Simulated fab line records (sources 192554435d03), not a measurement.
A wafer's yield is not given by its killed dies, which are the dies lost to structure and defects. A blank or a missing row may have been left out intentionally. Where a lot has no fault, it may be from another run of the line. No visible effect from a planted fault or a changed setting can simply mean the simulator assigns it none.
fab line records	flow n5-finfet	part 1 of 2: steps 1 to 15 of 30
record: lots: 5	wafers: 15	last-day: 17
route steps=1938 shown MOL_CONTACT_COAG@573
lots with no fault: from the same line, run without faults
start-h: start of the lot's first displayed wafer, in hours after the record's first day	wait-h: how many hours have passed since the lot's step before this one	" unchanged from the row above	L1.1+2: one row covering several wafers at once	- value missing, or start not given	* or withheld: withheld	< > ~ a bound
route shown NAME@n: a module of which the file shows steps, and the number in the route of the first	usual: the fault-free wafers' mean and standard deviation	same: alike in all rows	chamber/n: place in a boat	sites: readings site by site	_std_site: how widely they spread, as a standard deviation	_edge_site: outer sites' mean less inner sites'	radius-mm: for every site, how far away it sits from the centre of the wafer	mask NAME#n: copy n	behind: the most recent tool/chamber to have shaped the wafer	hold: why the lot went on hold/how many hours it stayed there/how the hold came to an end	device: whichever transistor did not switch (one of n, p or np)	end of line: the same wafers' tests at the end of the route	step lacking rows: just its recipe	killed: at the first sort, the dies lost to defects and structure; wafer yield is something else	map: the dies of a wafer, with x for killed, . for not killed, _ for no die there
set.NAME: the setting the step ran with; set.NAME@STEP: the setting that earlier step ran with	model.NAME: the simulator's own value behind a step, which no gauge read
certain route steps with their lots: each step a table, each wafer a row
services: the hour from which a tool's chamber was out of use, counted from the record's first day as start-h (under 0 if before that day), plus the number of hours and why
== steps ==
step: N5_MOL_CONTACT_COAG_CD_MEAS_84
recipe: target-cd-nm: 25.1	landing-energy-ev: 500	detector: se-inlens	polarity: opening
usual: cd-nm: 25.09/0.24
lot.wafer	tool	chamber	start-h	wait-h	cd-nm
L075.1	cd-sem-03	0	105.14	-	25.40
L075.2	"	0	"	"	24.82
L075.6	"	0	"	"	24.80
L077.2	cd-sem-02	0	119.01	-	25.32
L077.4	"	0	"	"	25.14
L077.6	"	0	"	"	24.94
L094.3	cd-sem-03	0	219.99	-	25.11
L094.4	"	0	"	"	25.15
L094.5	"	0	"	"	24.94
L095.1	cd-sem-01	0	226.89	-	24.93
L095.4	"	0	"	"	25.17
L095.6	"	0	"	"	24.68
L096.1	cd-sem-01	0	236.06	-	25.16
L096.3	"	0	"	"	25.21
L096.4	"	0	"	"	24.82
step: N5_MOL_CONTACT_COAG_OVL_MEAS_85
recipe: points-per-wafer: 522
usual: VG_OVL: 0.0/0.86
lot.wafer	tool	chamber	start-h	wait-h	VG_OVL[nm]
L075.1	overlay-01	0	105.17	0.0	-0.2
L075.2	"	0	"	"	-0.2
L075.6	"	0	"	"	-0.2
L077.2	overlay-01	0	119.05	0.0	1.1
L077.4	"	0	"	"	0.9
L077.6	"	0	"	"	0.4
L094.3	overlay-01	0	220.03	0.0	-0.5
L094.4	"	0	"	"	-1.3
L094.5	"	0	"	"	0.2
L095.1	overlay-02	0	226.92	0.0	0.7
L095.4	"	0	"	"	0.9
L095.6	"	0	"	"	0.3
L096.1	overlay-01	0	236.09	0.0	0.6
L096.3	"	0	"	"	0.4
L096.4	"	0	"	"	0.2
step: N5_MOL_CONTACT_COAG_INSPECT_57
recipe: mode: adi	inspect-instrument: brightfield
usual: raw-defect-count: 232/58
lot.wafer	tool	chamber	start-h	wait-h	raw-defect-count
L075.1	defect-inspect-02	-	105.23	0.1	205
L075.2	"	-	"	"	233
L075.6	"	-	"	"	217
L077.2	defect-inspect-01	-	119.10	0.0	193
L077.4	"	-	"	"	182
L077.6	"	-	"	"	135
L094.3	defect-inspect-01	-	220.08	0.0	217
L094.4	"	-	"	"	251
L094.5	"	-	"	"	202
L095.1	defect-inspect-02	-	226.98	0.1	229
L095.4	"	-	"	"	164
L095.6	"	-	"	"	177
L096.1	defect-inspect-01	-	236.15	0.1	253
L096.3	"	-	"	"	218
L096.4	"	-	"	"	293
step: N5_MOL_CONTACT_COAG_DESCUM_88
recipe: chemistry: O2	time-s: 7	source-power-w: 50	bias-power-w: 20	pressure-mtorr: 20	rf-frequency-hz: 2.712e+07	temp-c: 40	resist: CAR-EUV	o2-flow-sccm: 225
usual: drypump-motor-current-A: 5.8/0.49	oes-product-au: 0.77/0.084	rf-vpp-V: 243.5/1.5	showerhead-plenum-p-Torr: 2.11/0.076	throttle-valve-pct: 20.33/0.22
lot.wafer	tool	chamber	start-h	wait-h	drypump-motor-current-A	oes-product-au	rf-hours-counter-h	rf-vpp-V	showerhead-plenum-p-Torr	throttle-valve-pct
L075.1	rie-diel-03	2	105.26	0.0	6.6	0.73	183	245.2	2.16	20.67
L075.2	"	1	"	"	5.7	0.83	75	244.7	2.21	20.03
L075.6	"	3	"	"	6.3	0.80	-	241.2	2.02	20.25
L077.2	rie-diel-03	1	119.13	0.0	5.7	0.82	82	245.4	2.21	20.05
L077.4	"	2	"	"	6.6	0.73	190	243.9	2.16	20.69
L077.6	"	3	"	"	6.3	0.80	-	243.2	2.02	20.27
L094.3	rie-diel-05	0	220.17	0.1	5.2	0.69	237	244.5	2.15	20.58
L094.4	"	2	"	"	6.3	0.69	211	241.8	2.07	20.56
L094.5	"	0	"	"	5.2	0.69	-	246.2	2.15	20.58
L095.1	rie-diel-03	3	227.01	0.0	6.3	0.77	144	242.6	2.01	20.32
L095.4	"	2	"	"	6.6	0.70	223	242.6	2.15	20.74
L095.6	"	0	"	"	6.3	0.87	-	241.8	2.05	20.35
L096.1	rie-diel-05	0	236.18	0.0	5.2	0.69	242	244.3	2.15	20.56
L096.3	"	1	"	"	6.2	0.96	6	242.5	2.05	20.16
L096.4	"	2	"	"	6.3	0.69	216	241.4	2.07	20.58
step: N5_MOL_CONTACT_COAG_ETCH_89
recipe: chemistry: N2/H2	target: underlayer	target-depth-a: 130	mask-material: CAR-EUV	time-s: 10.4	ion-energy-ev: 200	pressure-mtorr: 30	source-w: 840	bias-w: 150	n2-flow-sccm: 200	h2-flow-sccm: 200	ends: cleared
usual: drypump-motor-current-A: 5.8/0.49	etch-rf-on-time-s: 10.57/0.18	oes-product-au: 0.65/0.073	rf-vpp-V: 524.6/2.7	showerhead-plenum-p-Torr: 2.57/0.092	throttle-valve-pct: 17.78/0.24
lot.wafer	tool	chamber	start-h	wait-h	drypump-motor-current-A	etch-rf-on-time-s	oes-product-au	rf-hours-counter-h	rf-vpp-V	showerhead-plenum-p-Torr	throttle-valve-pct
L075.1	rie-diel-03	2	105.29	0.0	6.6	10.68	0.61	183	526.2	2.64	18.20
L075.2	"	1	"	"	5.6	10.56	0.70	75	527.9	2.67	17.32
L075.6	"	3	"	"	6.3	10.37	0.69	-	520.8	2.45	17.60
L077.2	rie-diel-03	1	119.17	0.0	5.6	10.37	0.70	82	528.6	2.67	17.33
L077.4	"	2	"	"	6.6	10.58	0.61	190	525.0	2.63	18.21
L077.6	"	3	"	"	6.3	10.28	0.69	-	522.5	2.45	17.61
L094.3	rie-diel-05	0	220.20	0.0	5.2	10.68	0.59	237	524.1	2.61	17.99
L094.4	"	2	"	"	6.3	10.53	0.59	211	522.3	2.52	18.06
L094.5	"	0	"	"	5.2	10.69	0.60	-	526.0	2.61	18.00
L095.1	rie-diel-03	3	227.05	0.0	6.2	10.32	0.66	144	521.9	2.43	17.69
L095.4	"	2	"	"	6.6	10.58	0.58	223	526.3	2.62	18.27
L095.6	"	0	"	"	6.3	10.27	0.74	-	520.6	2.47	17.62
L096.1	rie-diel-05	0	236.22	0.0	5.2	10.72	0.59	242	526.4	2.60	18.02
L096.3	"	1	"	"	6.2	10.41	0.81	6	521.3	2.50	17.64
L096.4	"	2	"	"	6.3	10.71	0.58	216	524.1	2.52	18.08
step: N5_MOL_CONTACT_COAG_ETCH_90
recipe: chemistry: CF4	target: SiARC	target-depth-a: 130	mask-material: CAR-EUV	time-s: 21.7	ion-energy-ev: 80	pressure-mtorr: 40	source-w: 545	bias-w: 36	Ar_flow_sccm: 100	cf4-flow-sccm: 100	ends: cleared
usual: drypump-motor-current-A: 5.8/0.49	etch-rf-on-time-s: 21.9/0.34	oes-product-au: 0.66/0.072	rf-vpp-V: 184.3/1.2	showerhead-plenum-p-Torr: 2.16/0.072	throttle-valve-pct: 15.56/0.23
lot.wafer	tool	chamber	start-h	wait-h	drypump-motor-current-A	etch-rf-on-time-s	oes-product-au	rf-hours-counter-h	rf-vpp-V	showerhead-plenum-p-Torr	throttle-valve-pct
L075.1	rie-diel-03	2	105.31	0.0	6.6	22.2	0.62	183	185.1	2.22	15.89
L075.2	"	1	"	"	5.7	21.8	0.71	75	185.6	2.26	15.26
L075.6	"	3	"	"	6.3	21.8	0.68	-	183.0	2.07	15.45
L077.2	rie-diel-03	1	119.19	0.0	5.7	21.5	0.70	82	186.9	2.26	15.26
L077.4	"	2	"	"	6.6	21.9	0.62	190	184.2	2.22	15.91
L077.6	"	3	"	"	6.3	21.5	0.68	-	183.9	2.07	15.48
L094.3	rie-diel-05	0	220.22	0.0	5.2	22.2	0.60	237	186.3	2.20	15.77
L094.4	"	2	"	"	6.3	22.1	0.59	211	185.3	2.13	15.85
L094.5	"	0	"	"	5.2	22.1	0.60	-	185.9	2.20	15.77
L095.1	rie-diel-03	3	227.07	0.0	6.3	21.3	0.67	144	182.9	2.06	15.54
L095.4	"	2	"	"	6.6	22.0	0.60	223	186.5	2.21	16.00
L095.6	"	0	"	"	6.3	21.3	0.75	-	184.1	2.10	15.49
L096.1	rie-diel-05	0	236.24	0.0	5.2	22.3	0.59	242	184.7	2.19	15.78
L096.3	"	1	"	"	6.1	21.5	0.81	6	184.9	2.11	15.32
L096.4	"	2	"	"	6.3	22.2	0.59	216	183.0	2.13	15.84
step: N5_MOL_CONTACT_COAG_ALD_131
recipe: material: SiO2	target-thk-a: 50	temp-c: 100	ald-precursor-family: BDEAS	ald-co-reactant: O2-plasma	pulse-time-s: 1	co-reactant-pulse-time-s: 1	purge-time-s: 2	co-reactant-purge-time-s: 2	ald-cycles: 35	pressure-torr: 2
usual: heater-power-w: 80/7.8	precursor-pulse-height-rel: 1.003/0.02
lot.wafer	tool	chamber	start-h	wait-h	heater-power-w	precursor-pulse-height-rel
L075.1	ald-sin-02	0	105.66	0.3	75	0.982
L075.2	"	2	"	"	101	1.017
L075.6	"	2	"	"	97	0.995
L077.2	ald-sin-03	0	119.27	0.1	84	0.978
L077.4	"	3	"	"	72	1.031
L077.6	"	0	"	"	84	0.964
L094.3	ald-sin-02	3	220.30	0.1	80	1.001
L094.4	"	2	"	"	98	0.982
L094.5	"	1	"	"	75	1.011
L095.1	ald-sin-04	1	227.15	0.1	80	0.979
L095.4	"	0	"	"	67	1.002
L095.6	"	1	"	"	78	1.006
L096.1	ald-sin-04	3	236.32	0.1	64	0.999
L096.3	"	1	"	"	79	1.001
L096.4	"	2	"	"	75	1.005
step: N5_MOL_CONTACT_COAG_ETCHBACK_132
recipe: chemistry: CHF3	target: SiO2	target-depth-a: 100	time-s: 6.7	ion-energy-ev: 200	pressure-mtorr: 30	source-w: 610	bias-w: 170	Ar_flow_sccm: 200	CHF3_flow_sccm: 50
usual: drypump-motor-current-A: 5.8/0.5	oes_ar_750_au: 0.78/0.076	oes-product-au: 0.78/0.079	rf-vpp-V: 522/4.4	showerhead-plenum-p-Torr: 2.41/0.087	throttle-valve-pct: 18.61/0.23
lot.wafer	tool	chamber	start-h	wait-h	drypump-motor-current-A	oes_ar_750_au	oes-product-au	rf-hours-counter-h	rf-vpp-V	showerhead-plenum-p-Torr	throttle-valve-pct
L075.1	rie-diel-03	0	105.88	0.1	6.3	0.98	0.98	2	513	2.34	18.54
L075.2	"	1	"	"	5.7	0.82	0.82	76	525	2.51	18.35
L075.6	"	0	"	"	6.3	0.97	0.97	-	516	2.34	18.52
L077.2	rie-diel-03	0	119.45	0.1	6.3	0.95	0.96	8	515	2.34	18.55
L077.4	"	1	"	"	5.7	0.82	0.81	82	524	2.51	18.35
L077.6	"	2	"	"	6.6	0.73	0.71	-	524	2.46	18.99
L094.3	rie-diel-03	0	220.54	0.2	6.3	0.88	0.88	41	515	2.32	18.61
L094.4	"	2	"	"	6.6	0.70	0.69	221	524	2.45	19.06
L094.5	"	3	"	"	6.3	0.77	0.77	-	519	2.29	18.62
L095.1	rie-diel-05	2	227.37	0.1	6.3	0.69	0.68	213	515	2.36	18.91
L095.4	"	1	"	"	6.1	0.98	0.96	3	517	2.33	18.42
L095.6	"	3	"	"	5.4	0.72	0.71	-	519	2.36	18.89
L096.1	rie-diel-03	1	236.50	0.1	5.7	0.77	0.78	121	524	2.49	18.42
L096.3	"	3	"	"	6.3	0.77	0.77	147	519	2.29	18.65
L096.4	"	2	"	"	6.6	0.70	0.69	226	525	2.45	19.06
step: N5_MOL_CONTACT_COAG_ETCH_91
recipe: chemistry: N2/H2	target: SOC	target-depth-a: 600	overetch-a: 210	mask-material: SiARC	temp-c: 40	time-s: 101.2	ion-energy-ev: 200	pressure-mtorr: 30	source-w: 840	bias-w: 150	n2-flow-sccm: 200	h2-flow-sccm: 200
usual: drypump-motor-current-A: 5.8/0.49	oes-product-au: 0.66/0.063	rf-vpp-V: 524.7/2.8	showerhead-plenum-p-Torr: 2.57/0.098	throttle-valve-pct: 17.71/0.27
lot.wafer	tool	chamber	start-h	wait-h	drypump-motor-current-A	oes-product-au	rf-hours-counter-h	rf-vpp-V	showerhead-plenum-p-Torr	throttle-valve-pct
L075.1	rie-diel-03	0	105.92	0.0	6.3	0.82	2	523.2	2.49	17.52
L075.2	"	1	"	"	5.7	0.69	76	527.4	2.67	17.29
L075.6	"	0	"	"	6.3	0.82	-	522.4	2.49	17.52
L077.2	rie-diel-03	0	119.48	0.0	6.3	0.79	8	522.8	2.49	17.55
L077.4	"	1	"	"	5.7	0.68	82	527.0	2.67	17.30
L077.6	"	2	"	"	6.6	0.61	-	525.8	2.63	18.21
L094.3	rie-diel-03	0	220.57	0.0	6.3	0.73	41	523.1	2.48	17.56
L094.4	"	2	"	"	6.6	0.59	221	525.0	2.62	18.24
L094.5	"	3	"	"	6.3	0.65	-	520.8	2.43	17.65
L095.1	rie-diel-05	2	227.40	0.0	6.3	0.58	213	521.1	2.52	18.04
L095.4	"	1	"	"	6.1	0.80	3	521.7	2.50	17.60
L095.6	"	3	"	"	5.4	0.60	-	523.5	2.53	18.03
L096.1	rie-diel-03	1	236.53	0.0	5.7	0.65	121	527.8	2.65	17.34
L096.3	"	3	"	"	6.3	0.64	147	521.8	2.43	17.63
L096.4	"	2	"	"	6.6	0.59	227	526.4	2.62	18.28
step: N5_MOL_CONTACT_COAG_STRIP_92
recipe: chemistry: N2/H2	temp-c: 40	n2-flow-sccm: 200	h2-flow-sccm: 200	rf-frequency-hz: 6e+07
lot.wafer	tool	chamber	start-h	wait-h
L075.1+2+6	rie-diel-03	0,1,0	105.99	0.0
L077.2+4+6	rie-diel-03	0,1,2	119.55	0.0
L094.3+4+5	rie-diel-03	0,2,3	220.64	0.0
L095.1+4+6	rie-diel-05	2,1,3	227.47	0.0
L096.1+3+4	rie-diel-03	1,3,2	236.60	0.0
step: N5_MOL_CONTACT_COAG_STRIP_93
recipe: chemistry: N2/H2	temp-c: 40	n2-flow-sccm: 200	h2-flow-sccm: 200	rf-frequency-hz: 6e+07
lot.wafer	tool	chamber	start-h	wait-h
L075.1+2+6	rie-diel-03	0,1,0	106.00	0.0
L077.2+4+6	rie-diel-03	0,1,2	119.56	0.0
L094.3+4+5	rie-diel-03	0,2,3	220.65	0.0
L095.1+4+6	rie-diel-05	2,1,3	227.48	0.0
L096.1+3+4	rie-diel-03	1,3,2	236.61	0.0
step: N5_MOL_CONTACT_COAG_ETCHBACK_135
recipe: chemistry: CHF3	target: SiO2	target-depth-a: 250	time-s: 16.7	ion-energy-ev: 200	pressure-mtorr: 30	source-w: 610	bias-w: 170	Ar_flow_sccm: 200	CHF3_flow_sccm: 50
usual: drypump-motor-current-A: 5.8/0.5	oes_ar_750_au: 0.78/0.076	oes-product-au: 0.78/0.079	rf-vpp-V: 522/4.5	showerhead-plenum-p-Torr: 2.41/0.087	throttle-valve-pct: 18.61/0.22
lot.wafer	tool	chamber	start-h	wait-h	drypump-motor-current-A	oes_ar_750_au	oes-product-au	rf-hours-counter-h	rf-vpp-V	showerhead-plenum-p-Torr	throttle-valve-pct
L075.1	rie-diel-03	0	106.01	0.0	6.3	0.97	0.99	2	514	2.34	18.53
L075.2	"	1	"	"	5.6	0.82	0.81	76	524	2.51	18.34
L075.6	"	0	"	"	6.3	0.97	0.98	-	515	2.34	18.53
L077.2	rie-diel-03	0	119.57	0.0	6.3	0.95	0.95	8	514	2.34	18.54
L077.4	"	1	"	"	5.7	0.81	0.81	82	526	2.51	18.36
L077.6	"	2	"	"	6.6	0.73	0.71	-	525	2.46	18.99
L094.3	rie-diel-03	0	220.66	0.0	6.3	0.87	0.88	41	514	2.32	18.60
L094.4	"	2	"	"	6.6	0.70	0.69	221	524	2.45	19.05
L094.5	"	3	"	"	6.3	0.77	0.77	-	520	2.29	18.64
L095.1	rie-diel-05	2	227.49	0.0	6.3	0.70	0.69	213	515	2.36	18.90
L095.4	"	1	"	"	6.2	0.97	0.96	3	518	2.33	18.43
L095.6	"	3	"	"	5.4	0.71	0.70	-	518	2.36	18.91
L096.1	rie-diel-03	1	236.62	0.0	5.7	0.78	0.78	121	523	2.49	18.43
L096.3	"	3	"	"	6.3	0.77	0.77	147	520	2.29	18.62
L096.4	"	2	"	"	6.6	0.69	0.69	227	524	2.45	19.06
step: N5_MOL_CONTACT_COAG_STRIP_118
recipe: chemistry: CHF3	resist: SiARC	rf-frequency-hz: 6e+07
lot.wafer	tool	chamber	start-h	wait-h
L075.1+2+6	rie-diel-03	0,1,0	106.03	0.0
L077.2+4+6	rie-diel-03	0,1,2	119.59	0.0
L094.3+4+5	rie-diel-03	0,2,3	220.69	0.0
L095.1+4+6	rie-diel-05	2,1,3	227.52	0.0
L096.1+3+4	rie-diel-03	1,3,2	236.64	0.0
step: N5_MOL_CONTACT_COAG_VIA_ETCH_46
recipe: chemistry: C4F6/O2	target-depth-a: 460	overetch-a: 92	mask-material: SOC	target: SiO2	bias-w: 455	pressure-mtorr: 10	time-s: 40	source-w: 325	Ar_flow_sccm: 300	C4F6_flow_sccm: 10	O2_flow_sccm: 10	ion-energy-ev: 575.3	ends: end-point
usual: drypump-motor-current-A: 5.8/0.5	oes_ar_750_au: 0.78/0.077	oes_o_777_au: 0.78/0.08	oes-product-au: 0.70/0.067	rf-vpp-V: 1581/13	showerhead-plenum-p-Torr: 2.87/0.1	throttle-valve-pct: 40.8/0.31
lot.wafer	tool	chamber	start-h	wait-h	drypump-motor-current-A	oes_ar_750_au	oes_o_777_au	oes-product-au	rf-hours-counter-h	rf-vpp-V	showerhead-plenum-p-Torr	throttle-valve-pct
L075.1	rie-diel-03	0	106.04	0.0	6.3	0.98	0.99	0.87	2	1560	2.79	40.8
L075.2	"	1	"	"	5.7	0.81	0.82	0.73	76	1592	3.00	40.6
L075.6	"	0	"	"	6.3	0.98	0.99	0.87	-	1559	2.79	40.8
L077.2	rie-diel-03	0	119.60	0.0	6.3	0.94	0.96	0.83	9	1558	2.79	40.7
L077.4	"	1	"	"	5.7	0.82	0.81	0.73	82	1590	3.00	40.6
L077.6	"	2	"	"	6.6	0.73	0.72	0.65	-	1587	2.94	41.4
L094.3	rie-diel-03	0	220.70	0.0	6.3	0.88	0.89	0.76	41	1557	2.77	40.7
L094.4	"	2	"	"	6.6	0.70	0.69	0.62	221	1588	2.92	41.4
L094.5	"	3	"	"	6.3	0.77	0.78	0.68	-	1575	2.73	40.6
L095.1	rie-diel-05	2	227.53	0.0	6.3	0.70	0.70	0.62	213	1564	2.82	41.1
L095.4	"	1	"	"	6.1	0.97	0.98	0.86	3	1568	2.78	40.7
L095.6	"	3	"	"	5.4	0.71	0.70	0.64	-	1571	2.82	41.1
L096.1	rie-diel-03	1	236.65	0.0	5.7	0.77	0.77	0.69	121	1589	2.98	40.6
L096.3	"	3	"	"	6.3	0.76	0.77	0.67	147	1574	2.73	40.6
L096.4	"	2	"	"	6.6	0.70	0.70	0.63	227	1586	2.92	41.4
step: N5_MOL_CONTACT_COAG_STRIP_96
recipe: chemistry: N2/H2	power-w: 500	temp-c: 40	pressure-mtorr: 50	rf-frequency-hz: 6e+07	overash-fraction: 0.3	bias-power-w: 28	h2-frac: 0.5	n2-flow-sccm: 300	h2-flow-sccm: 300
usual: drypump-motor-current-A: 5.8/0.49	oes-product-au: 0.78/0.079	rf-vpp-V: 122.1/1.3	showerhead-plenum-p-Torr: 3.39/0.12	throttle-valve-pct: 18.8/0.38
lot.wafer	tool	chamber	start-h	wait-h	drypump-motor-current-A	oes-product-au	rf-hours-counter-h	rf-vpp-V	showerhead-plenum-p-Torr	throttle-valve-pct
L075.1	rie-diel-03	0	106.11	0.0	6.3	0.98	2	122.4	3.29	18.4
L075.2	"	1	"	"	5.7	0.83	76	123.3	3.53	18.1
L075.6	"	0	"	"	6.3	0.99	-	121.6	3.29	18.4
L077.2	rie-diel-03	0	119.67	0.0	6.3	0.94	9	120.8	3.29	18.4
L077.4	"	1	"	"	5.7	0.82	82	121.1	3.52	18.1
L077.6	"	2	"	"	6.6	0.72	-	123.3	3.47	19.5
L094.3	rie-diel-03	0	220.76	0.0	6.3	0.88	41	120.0	3.27	18.5
L094.4	"	2	"	"	6.6	0.70	221	120.8	3.46	19.5
L094.5	"	3	"	"	6.3	0.76	-	122.5	3.22	18.6
L095.1	rie-diel-05	2	227.59	0.0	6.3	0.70	213	120.7	3.33	19.2
L095.4	"	1	"	"	6.2	0.97	3	122.2	3.30	18.9
L095.6	"	3	"	"	5.4	0.72	-	122.5	3.34	19.0
L096.1	rie-diel-03	1	236.72	0.0	5.7	0.78	121	123.6	3.50	18.2
L096.3	"	3	"	"	6.3	0.76	147	120.9	3.22	18.6
L096.4	"	2	"	"	6.6	0.69	227	124.3	3.45	19.6
